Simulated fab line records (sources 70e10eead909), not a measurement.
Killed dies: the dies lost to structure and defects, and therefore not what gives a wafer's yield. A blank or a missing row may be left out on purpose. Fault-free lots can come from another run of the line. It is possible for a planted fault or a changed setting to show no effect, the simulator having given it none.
fab line records	flow nand-harc
record lots=6	wafers=18	last-day=34
route steps=1302 shown P_M2@330 END@1302
lots that met no fault: taken from a fault-free run of the same line
start-h: hours from the record's first day to the start of the lot's first wafer shown	wait-h: hours since the lot's step before	" identical to the entry in the row above	L1.1+2: a row that stands for several wafers	- either no value or no given start	* or withheld: withheld	< > ~ a bound
route shown NAME@n: a module of which the file shows steps, and the number in the route of the first	usual: mean/standard deviation of fault-free wafers	same: alike in all rows	chamber/n: place in a boat	sites: the reading at each site	_std_site: standard deviation across them	_edge_site: mean of outer sites minus mean of inner sites	radius-mm: how far each site lies from the wafer's centre	mask NAME#n: copy n	behind: the last tool/chamber to shape the wafer	hold: the reason the lot was held/the length of the hold in hours/how it ended	device: which transistor (n, p or np) failed to switch	end of line: the route-end tests of the same wafers	a step without rows: its recipe alone	killed: count of dies lost to structure and defects at first sort (not the wafer's yield)	map: dies across one wafer; x = killed, . = not, _ = none there
set.NAME: the setting as run; set.NAME@STEP: as run at that earlier step	model.NAME: the simulator's own value behind a step, which no gauge read
certain route steps with their lots: each step a table, each wafer a row
services: the hour from which a tool's chamber was out of use, counted from the record's first day as start-h (under 0 if before that day), plus the number of hours and why
## steps
# step NHARC_P_M2_INSPECT_11
# usual raw-defect-count=4.5/2.2
lot.wafer	tool	chamber	start-h	wait-h	raw-defect-count
L103.1	defect-inspect-01	-	140.50	0.0	6
L103.2	"	-	"	"	4
L103.4	"	-	"	"	7
L104.4	defect-inspect-01	-	150.51	0.0	2
L104.5	"	-	"	"	4
L104.6	"	-	"	"	2
L118.4	defect-inspect-02	-	298.25	0.0	6
L118.5	"	-	"	"	7
L118.6	"	-	"	"	7
L117.1	defect-inspect-02	-	299.16	0.0	4
L117.2	"	-	"	"	5
L117.4	"	-	"	"	5
L119.2	defect-inspect-01	-	301.92	0.0	4
L119.3	"	-	"	"	3
L119.4	"	-	"	"	2
L125.3	defect-inspect-02	-	366.94	0.0	6
L125.4	"	-	"	"	5
L125.6	"	-	"	"	3
# step NHARC_P_M2_DESCUM_14
# recipe time-s=3	o2-flow-sccm=200	ar-flow-sccm=0	bias-power-w=0	chemistry=O2
# step NHARC_P_M2_ETCH_35
# recipe target-depth-a=400	overetch-a=120	time-s=43.94	ion-energy-ev=200	n2-flow-sccm=150	h2-flow-sccm=150	ar-flow-sccm=0	rf-w=400	bias-w=150	chemistry=N2/H2
# step NHARC_P_M2_ETCH_15
# recipe target-depth-a=1825	time-s=91.2	c4f8-flow-sccm=withheld	ar-flow-sccm=400	rf-w=600	bias-w=300	chemistry=C4F8/Ar
# step NHARC_P_M2_CD_MEAS_16
# usual cd-nm=170.2/0.92
lot.wafer	tool	chamber	start-h	wait-h	cd-nm
L103.1	cd-sem-03	-	140.86	-	171.8
L103.2	"	-	"	"	169.2
L103.4	"	-	"	"	168.5
L104.4	cd-sem-03	-	150.88	-	169.2
L104.5	"	-	"	"	169.4
L104.6	"	-	"	"	169.7
L118.4	cd-sem-02	-	298.62	-	169.9
L118.5	"	-	"	"	170.2
L118.6	"	-	"	"	171.0
L117.1	cd-sem-01	-	299.53	-	169.9
L117.2	"	-	"	"	169.6
L117.4	"	-	"	"	169.7
L119.2	cd-sem-01	-	302.29	-	171.7
L119.3	"	-	"	"	170.2
L119.4	"	-	"	"	170.8
L125.3	cd-sem-03	-	367.30	-	170.5
L125.4	"	-	"	"	170.6
L125.6	"	-	"	"	170.6
# step NHARC_P_M2_STRIP_18
# recipe power-w=1000	n2-flow-sccm=150	h2-flow-sccm=150	ar-flow-sccm=0	bias-w=0	chemistry=N2/H2
# usual drypump-motor-current-A=5.8/0.41	oes-product-au=0.997/0.01	power-w=999.9/2.6	rf-vpp-V=90.7/1	showerhead-plenum-p-Torr=2.05/0.11	throttle-valve-pct=14.171/0.0089
lot.wafer	tool	chamber	start-h	wait-h	drypump-motor-current-A	oes-product-au	power-w	rf-hours-counter-h	rf-vpp-V	showerhead-plenum-p-Torr	throttle-valve-pct
L103.2	rie-diel-12	2	140.94	0.1	5.6	0.971	996.4	2.2	90.8	2.06	14.173
L103.1	"	0	"	"	6.0	1.008	1001.9	2.8	90.7	1.93	14.178
L103.4	"	2	"	"	5.6	0.971	997.5	-	92.0	2.06	14.166
L104.4	rie-diel-03	3	151.00	0.1	5.0	1.001	1004.9	2.3	90.4	2.12	14.169
L104.5	"	1	"	"	6.3	0.989	1001.4	-	91.0	2.18	14.185
L104.6	"	2	"	"	5.7	0.999	1001.0	-	90.3	1.91	14.180
L118.4	rie-diel-12	3	298.68	0.1	5.8	1.007	1002.4	0.2	90.9	1.89	14.172
L118.5	"	3	"	"	5.8	1.000	997.3	-	90.1	1.89	14.171
L118.6	"	0	"	"	5.9	1.020	1000.6	-	89.1	1.92	14.171
L117.4	rie-diel-03	1	299.60	0.1	6.3	1.006	997.5	0.1	91.2	2.18	14.186
L117.1	"	2	"	"	5.6	1.007	998.1	0.1	89.8	1.91	14.187
L117.2	"	3	"	"	5.0	0.999	1001.6	0.1	90.9	2.12	14.177
L119.3	rie-diel-03	0	302.39	0.1	5.9	1.002	999.7	0.2	91.3	2.03	14.164
L119.2	"	1	"	"	6.3	1.005	1004.4	0.2	91.1	2.18	14.172
L119.4	"	2	"	"	5.7	1.002	1002.1	0.3	90.2	1.91	14.160
L125.3	rie-diel-12	2	367.42	0.1	5.6	0.997	1003.6	5.0	92.0	2.05	14.157
L125.4	"	3	"	"	5.8	1.008	1002.6	4.8	91.2	1.89	14.170
L125.6	"	0	"	"	5.9	1.013	999.8	-	89.4	1.92	14.171
# step NHARC_P_M2_ETCH_28
# recipe target-depth-a=300	over-etch-frac=0.3	time-s=72.99	ion-energy-ev=150	cf4-flow-sccm=50	n2-flow-sccm=100	ar-flow-sccm=150	rf-w=300	bias-w=100	chemistry=CF4/N2
# usual drypump-motor-current-A=5.8/0.41	oes-product-au=0.997/0.011	rf-vpp-V=314.3/2.3	showerhead-plenum-p-Torr=2.64/0.13	throttle-valve-pct=19.794/0.01
lot.wafer	tool	chamber	start-h	wait-h	drypump-motor-current-A	oes-product-au	rf-hours-counter-h	rf-vpp-V	showerhead-plenum-p-Torr	throttle-valve-pct
L103.1	rie-diel-12	0	-	-	6.0	1.017	2.8	311.5	2.49	19.796
L103.2	"	1	"	"	6.2	0.974	2.6	312.3	2.50	19.786
L103.4	"	2	"	"	5.6	0.976	-	314.4	2.65	19.796
L104.4	rie-diel-03	1	-	-	6.3	0.988	1.7	316.9	2.80	19.788
L104.6	"	0	"	"	6.0	0.998	-	313.7	2.62	19.795
L104.5	"	1	"	"	6.3	0.983	-	317.1	2.80	19.785
L118.4	rie-diel-12	3	-	-	5.8	1.003	0.3	309.8	2.45	19.807
L118.6	"	2	"	"	5.6	0.979	-	314.7	2.64	19.793
L118.5	"	3	"	"	5.8	1.005	-	311.4	2.45	19.812
L117.4	rie-diel-03	2	-	-	5.7	1.020	0.2	310.1	2.47	19.798
L117.1	"	3	"	"	5.0	1.006	0.2	314.7	2.72	19.802
L117.2	"	0	"	"	6.0	1.016	0.1	314.2	2.61	19.811
L119.4	rie-diel-03	0	-	-	5.9	1.007	0.3	313.3	2.61	19.799
L119.2	"	2	"	"	5.7	1.012	0.3	311.8	2.47	19.796
L119.3	"	3	"	"	5.0	1.008	0.3	315.4	2.72	19.793
L125.4	rie-diel-12	1	-	-	6.2	1.007	4.7	311.8	2.49	19.806
L125.3	"	0	"	"	6.0	1.021	4.5	310.6	2.49	19.776
L125.6	"	2	"	"	5.6	0.989	-	314.9	2.64	19.780
# step NHARC_P_M2_STRIP_19
# recipe time-s=600	temp-c=30	chemistry=post-etch-residue-remover
# step NHARC_P_M2_DEGAS_29
# recipe temp-c=250	time-s=60
# step NHARC_P_M2_PRE_CLEAN_30
# recipe time-s=30	temp-c=280	gas=H2/He
# usual heater-power-w=412/45
lot.wafer	tool	chamber	start-h	wait-h	heater-power-w
L103.4	pvd-sputter-01	-	-	-	447
L103.1	"	-	"	"	362
L103.2	"	-	"	"	399
L104.4	pvd-sputter-01	-	-	-	408
L104.5	"	-	"	"	393
L104.6	"	-	"	"	362
L118.4	pvd-sputter-03	-	-	-	442
L118.6	"	-	"	"	502
L118.5	"	-	"	"	362
L117.4	pvd-sputter-01	-	-	-	424
L117.2	"	-	"	"	409
L117.1	"	-	"	"	337
L119.2	pvd-sputter-03	-	-	-	443
L119.3	"	-	"	"	367
L119.4	"	-	"	"	445
L125.3	pvd-sputter-03	-	-	-	492
L125.4	"	-	"	"	356
L125.6	"	-	"	"	356
# step NHARC_P_M2_PVD_20
# recipe target-thk-a=50	bias-v=168.6	power-w=15000	chamber-pressure-pa=0.12	time-s=8.06	substrate-temp-c=50	material=TaN
# usual throttle-valve-pct=29.6/0.75
lot.wafer	tool	chamber	start-h	wait-h	throttle-valve-pct
L103.1	pvd-sputter-01	-	-	-	31.4
L103.4	"	-	"	"	28.7
L103.2	"	-	"	"	30.2
L104.4	pvd-sputter-01	-	-	-	29.2
L104.5	"	-	"	"	28.4
L104.6	"	-	"	"	31.1
L118.4	pvd-sputter-03	-	-	-	29.1
L118.6	"	-	"	"	29.1
L118.5	"	-	"	"	28.7
L117.4	pvd-sputter-01	-	-	-	28.8
L117.2	"	-	"	"	30.7
L117.1	"	-	"	"	29.9
L119.2	pvd-sputter-03	-	-	-	28.6
L119.4	"	-	"	"	29.5
L119.3	"	-	"	"	29.1
L125.3	pvd-sputter-03	-	-	-	29.2
L125.4	"	-	"	"	29.4
L125.6	"	-	"	"	28.9
# step NHARC_P_M2_PVD_21
# recipe target-thk-a=300	chamber-pressure-pa=5	power-w=5000	substrate-temp-c=30	time-s=20.49	material=Cu
# usual throttle-valve-pct=29.6/0.77
lot.wafer	tool	chamber	start-h	wait-h	throttle-valve-pct
L103.2	pvd-sputter-01	-	-	-	31.4
L103.1	"	-	"	"	30.3
L103.4	"	-	"	"	28.7
L104.4	pvd-sputter-01	-	-	-	31.3
L104.5	"	-	"	"	31.3
L104.6	"	-	"	"	29.2
L118.4	pvd-sputter-03	-	-	-	29.2
L118.6	"	-	"	"	29.8
L118.5	"	-	"	"	29.3
L117.1	pvd-sputter-01	-	-	-	29.9
L117.2	"	-	"	"	30.5
L117.4	"	-	"	"	29.5
L119.4	pvd-sputter-03	-	-	-	29.6
L119.3	"	-	"	"	28.9
L119.2	"	-	"	"	29.2
L125.3	pvd-sputter-03	-	-	-	29.4
L125.4	"	-	"	"	29.3
L125.6	"	-	"	"	29.5
# step NHARC_P_M2_ECD_22
# recipe target-thk-a=4000	bath-temp-c=25	material=Cu
# usual bath-heat-duty-pct=6.0/0.59
lot.wafer	tool	chamber	start-h	wait-h	bath-heat-duty-pct
L103.2	ecd-cu-02	0	142.01	-	5.2
L103.1	"	1	"	"	6.2
L103.4	"	0	"	"	5.6
L104.4	ecd-cu-02	1	152.05	-	6.0
L104.5	"	1	"	"	6.7
L104.6	"	0	"	"	6.0
L118.4	ecd-cu-01	1	299.85	-	7.3
L118.5	"	0	"	"	5.6
L118.6	"	1	"	"	5.4
L117.2	ecd-cu-02	0	300.60	-	5.5
L117.1	"	1	"	"	6.7
L117.4	"	1	"	"	5.6
L119.2	ecd-cu-02	1	303.36	-	5.8
L119.3	"	1	"	"	6.2
L119.4	"	0	"	"	5.4
L125.4	ecd-cu-01	0	368.47	-	5.0
L125.3	"	1	"	"	6.4
L125.6	"	1	"	"	6.2
# step NHARC_P_M2_ANNEAL_31
# recipe temp-c=225	time-s=90
# step NHARC_P_M2_CMP_23
# recipe t-overpolish-s=20	target-thk-nm=144.3
# usual motor-current-A=12.1/1.5	pad-life-wafers=188/92	time-to-endpoint-s=29.2/2.8
lot.wafer	tool	chamber	start-h	wait-h	motor-current-A	pad-life-wafers	time-to-endpoint-s
L103.4	cmp-04	0	142.74	-	10.4	102	31.4
L103.2	"	1	"	"	12.8	103	32.1
L103.1	"	2	"	"	12.9	104	28.6
L104.4	cmp-03	3	152.76	-	16.4	339	27.3
L104.6	"	0	"	"	12.5	-	28.4
L104.5	"	1	"	"	10.7	-	32.3
L118.4	cmp-02	3	300.50	-	11.3	231	30.5
L118.5	"	0	"	"	12.9	-	28.1
L118.6	"	1	"	"	11.8	-	23.2
L117.1	cmp-04	0	301.32	-	9.9	276	26.2
L117.2	"	1	"	"	14.0	277	14.0
L117.4	"	3	"	"	10.5	279	32.5
L119.4	cmp-04	0	304.08	-	10.3	294	13.5
L119.2	"	2	"	"	12.7	296	31.2
L119.3	"	3	"	"	11.2	297	30.4
L125.4	cmp-04	1	369.09	-	13.1	186	27.0
L125.3	"	2	"	"	13.1	187	28.0
L125.6	"	1	"	"	13.5	-	29.4
# step NHARC_P_M2_THK_MEAS_24
# recipe thk-meas-gauge=xrf
# usual thk-nm=144.5/1.5
lot.wafer	tool	chamber	start-h	wait-h	thk-nm
L103.1	film-metro-02	-	143.05	-	145.6
L103.2	"	-	"	"	145.1
L103.4	"	-	"	"	144.1
L104.4	film-metro-02	-	152.99	-	144.8
L104.5	"	-	"	"	144.4
L104.6	"	-	"	"	145.5
L118.4	film-metro-01	-	300.74	-	144.9
L118.5	"	-	"	"	142.2
L118.6	"	-	"	"	144.9
L117.1	film-metro-01	-	301.63	-	144.5
L117.2	"	-	"	"	143.7
L117.4	"	-	"	"	147.2
L119.2	film-metro-01	-	304.40	-	141.7
L119.3	"	-	"	"	143.2
L119.4	"	-	"	"	143.3
L125.3	film-metro-02	-	369.41	-	143.9
L125.4	"	-	"	"	143.2
L125.6	"	-	"	"	145.6
# step NHARC_END_SORT_01
# recipe temp-c=25
# usual defect-limited-yield=91.2/2.6	killed-at-array=55/17	killed-at-other=1.1/1.6	killed-at-periphery=3.8/2.5	killed-dies=60/18	killed-open=3.3/1.9	killed-short=2.5/1.7
# same gross-dies=677
lot.wafer	tool	chamber	start-h	wait-h	defect-limited-yield[%]	killed-at-array	killed-at-other	killed-at-periphery	killed-dies	killed-open	killed-short
L119.2	prober-01	0	712.04	2.8	86.6	87	1	3	91	2	0
L119.3	prober-01	0	712.85	3.1	90.1	63	0	4	67	4	3
L119.4	prober-01	0	713.66	3.4	85.8	91	1	4	96	2	4
# killed by level:class
L119.2 A_CHANNEL_HOLE_D1:chamber-film-flake=31 A_SLIT:chamber-film-flake=28 A_CHANNEL_HOLE_D2:chamber-film-flake=13 A_STAIRCASE:chamber-film-flake=6 A_CONTACT:geometric-particle:open=2 P_GATE:chamber-film-flake=2 A_ZERO_WELL:chamber-film-flake=2 P_STI:chamber-film-flake=1
L119.3 A_CHANNEL_HOLE_D1:chamber-film-flake=23 A_SLIT:chamber-film-flake=18 A_CONTACT:chamber-film-flake=6 A_CHANNEL_HOLE_D2:chamber-film-flake=5 P_M2:chamber-film-flake=3 A_CHANNEL_FILL_D2:chamber-film-flake=2 A_STAIRCASE:chamber-film-flake=2 P_M2:geometric-particle:open=1
L119.4 A_CHANNEL_HOLE_D1:chamber-film-flake=30 A_SLIT:chamber-film-flake=30 A_CHANNEL_HOLE_D2:chamber-film-flake=10 A_STAIRCASE:chamber-film-flake=5 A_CONTACT:chamber-film-flake=5 A_WL_FILL:geometric-particle:short=2 P_STI:chamber-film-flake=2 P_M2:chamber-film-flake=2
## services
tool	chamber	start-h	hours	kind
rie-diel-03	1	118.85	6.8	repair
pvd-sputter-01	-	123.86	1.5	repair
cmp-02	-	134.72	4.0	pm
rie-diel-12	3	135.05	6.8	repair
ecd-cu-01	-	160.18	8.0	pm
pvd-sputter-03	-	172.59	10.0	pm
rie-diel-12	3	174.38	8.2	repair
ecd-cu-01	-	181.33	7.1	repair
cmp-04	-	188.89	3.3	repair
rie-diel-03	1	193.36	5.2	repair
cmp-04	-	209.06	4.0	pm
pvd-sputter-01	-	209.98	1.1	repair
cmp-04	-	221.55	3.4	repair
pvd-sputter-01	-	223.46	0.5	repair
pvd-sputter-01	-	226.00	10.0	pm
rie-diel-03	0	236.72	1.6	repair
ecd-cu-02	-	244.00	8.0	pm
rie-diel-12	-	268.40	9.0	pm
rie-diel-03	-	281.30	9.0	pm
pvd-sputter-03	-	297.40	0.5	repair
cmp-04	-	307.06	4.0	pm
ecd-cu-01	-	336.28	8.0	pm
rie-diel-12	1	339.26	4.1	repair
pvd-sputter-03	-	350.59	10.0	pm
## key
first-sign step=NHARC_P_M2_CMP_23	reading=time-to-endpoint-s	direction=down	sigmas=5.6	usual=*	struck=*
effect none on later readings
met-at NHARC_P_M2_ECD_22
struck-wafers L117.2,L119.4
onset-between 152.05 300.60
fault kind=process-parameter-drift	tool=ecd-cu-02	chamber=0	onset-h=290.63	steps=NHARC_P_M2_ECD_22	channel=target-thk-a	offset=*	shape=step	end-h=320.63	acts-in=*	stated=*
